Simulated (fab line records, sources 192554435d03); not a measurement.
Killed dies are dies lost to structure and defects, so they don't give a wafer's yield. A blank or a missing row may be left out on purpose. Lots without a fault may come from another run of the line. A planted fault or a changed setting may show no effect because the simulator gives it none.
Chamber matching | flow n5_finfet | N5_BEOL_M5_CURE_80 on uv_cure-02: 3 sister chambers
The step cures SiCOH lowk, time 120 s. 3 wafers are shown with their chamber, then 10 later ones without.

WAFERS WITH THEIR CHAMBER
wafer  | chamber | wafer_temp_C_max
L079.6 | 1       | 371.7
L082.5 | 2       | 371.7
L086.3 | 0       | 371.3

WAFERS WITHOUT THEIR CHAMBER
wafer  | wafer_temp_C_max
L086.5 | 371.1
L087.3 | 372.2
L087.4 | 372.0
L087.6 | 371.5
L090.1 | 371.5
L090.2 | 371.3
L090.4 | 371.6
L092.1 | 372.0
L092.3 | 371.6
L092.4 | 371.9

WHICH CHAMBER EACH WENT THROUGH
wafer  | from the rows above          | in truth
L086.5 | can't be placed: 0 or 1 or 2 | 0
L087.3 | can't be placed: 1 or 2 or 0 | 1
L087.4 | can't be placed: 1 or 2 or 0 | 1
L087.6 | can't be placed: 0 or 1 or 2 | 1
L090.1 | can't be placed: 0 or 1 or 2 | 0
L090.2 | can't be placed: 0 or 1 or 2 | 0
L090.4 | can't be placed: 1 or 2 or 0 | 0
L092.1 | can't be placed: 1 or 2 or 0 | 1
L092.3 | can't be placed: 1 or 2 or 0 | 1
L092.4 | can't be placed: 1 or 2 or 0 | 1
Placed correctly: 0 of 10. Can't be placed from these rows: 10 (the true chamber is among the candidates in 10). Placed wrongly: 0.
How it was worked out, from the rows above alone: a wafer's distance from a chamber is the root of the sum, over the readings, of the square of ((its reading less the chamber's mean) divided by the reading's scatter). The wafer belongs to the nearest chamber; if the next one is less than 2 further off, it can't be placed. A chamber's mean is the mean of its shown wafers. The scatter: with one shown wafer a chamber, the root of the mean of the squares of how far each hidden wafer lies from its nearest shown one.
